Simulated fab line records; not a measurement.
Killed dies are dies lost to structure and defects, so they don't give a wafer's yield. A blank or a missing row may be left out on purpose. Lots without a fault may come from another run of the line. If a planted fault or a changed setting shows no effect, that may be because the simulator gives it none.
A struck lot beside a sound one -- flow n5-finfet -- 14 steps out of a route of 1938
Sound: the wafers L834.2, L834.3, L834.5. Struck: wafers L854.1, L854.3, L854.6. The cause comes at the end.
Each step with rows lists, per side, the tool, then ch with its chambers, then its first start. Under that, the readings that differ: sound wafers -- struck wafers -- difference of the means -- sigmas: that difference in standard deviations of wafers without a fault.
alike: a reading whose means differ by less than 2 such deviations, as well as words and numbers matching on both sides. not compared: withheld readings; readings where some wafer has no value; bounds like >300 that might hide an equal value; numbers whose values overlap and for which the record gives no deviation.
Wherever a step has rows on one side only, a row that says differs or no value, or a row with sigmas, the two part there. Numbers that have no deviation but don't overlap get no sigmas and don't part them. A reading that every wafer of one side lacks parts them only if that side has two wafers or more.

N5_BEOL_M9_STRIP_67: strips in CF4.
  sound on rie-diel-02 ch 0,3, day 10 20:32; struck on rie-diel-06 ch 0,1,3, day 16 01:05
  alike: chamber-pressure-mTorr, drypump-motor-current-A, oes-product-au, rf-vpp-V, showerhead-plenum-p-Torr, throttle-valve-pct
  not compared: rf-hours-counter-h
N5_BEOL_M9_HM_OPEN_17: chemistry Cl2/BCl3, target TiN, target depth 20 nm, overetch 6 nm.
  sound on rie-metal-01 ch 0,1, day 10 20:35; struck on rie-metal-02 ch 0,1, day 16 01:07
reading,sound,struck,difference,sigmas
oes-product-au (a.u.),0.83 0.83 0.75,0.55 0.55 0.70,-0.20,-3
  alike: bcl3-flow-sccm, chamber-pressure-mTorr, drypump-motor-current-A, rf-fwd-power-W, throttle-valve-pct
  not compared: rf-hours-counter-h
N5_BEOL_M9_STRIP_19: strips in O2.
  sound on rie-diel-05 ch 1,2,3, day 10 20:42; struck on rie-diel-05 ch 0,2, day 16 01:14
  alike: chamber-pressure-mTorr, drypump-motor-current-A, oes-product-au, rf-vpp-V, showerhead-plenum-p-Torr, throttle-valve-pct
  not compared: rf-hours-counter-h
N5_BEOL_M9_CD_MEAS_18: pitch 140 nm, target cd 70 nm.
  sound: cd-sem-03 at day 10 20:46; struck: cd-sem-02 at day 16 01:18
  alike: cd-nm
then, 8 steps without rows for these wafers: N5_BEOL_M9_COAT_63 (time 60 s, resist thk 60 nm); N5_BEOL_M9_COAT_64 (time 60 s, resist thk 12 nm); N5_BEOL_M9_COAT_75 (time 60 s, resist thk 5 nm); N5_BEOL_M9_COAT_22 (resist thk 30 nm); N5_BEOL_M9_EBR_24; N5_BEOL_M9_SOFTBAKE_23 (time 60 s); N5_BEOL_M9_EXPOSE_25 (exposes mask V8); N5_BEOL_M9_PEB_26 (peb time 60 s).
N5_BEOL_M9_DEVELOP_27: develop time 30 s.
  struck on litho-track-02, day 16 01:42; sound on litho-track-02 ch 0, day 11 06:24
  no value came back on the struck wafers for chill-plate-temp-C (C), develop-time-s (s), developer-temp-C (C); on the sound wafers chill-plate-temp-C (C) reads 22.96 22.97 23.07
reading,sound,struck,difference,sigmas
model.CAR-EUV_of_BEOL_M9_COAT_22.thk-nm (nm),29.6 29.6 29.6,30 30 30,+0,
N5_BEOL_M9_CD_MEAS_28 targets a cd of 70 nm.
  sound on cd-sem-03 ch 0, day 11 06:28; struck on cd-sem-02 ch 0, day 16 01:46
reading,sound,struck,difference,sigmas
cd-nm (nm),70.14 70.39 70.05,- - -,no value on the struck wafers,

WHERE THEY PART
First at N5_BEOL_M9_HM_OPEN_17; last, within this record, at N5_BEOL_M9_CD_MEAS_28.

WHY: whatever the simulator had introduced
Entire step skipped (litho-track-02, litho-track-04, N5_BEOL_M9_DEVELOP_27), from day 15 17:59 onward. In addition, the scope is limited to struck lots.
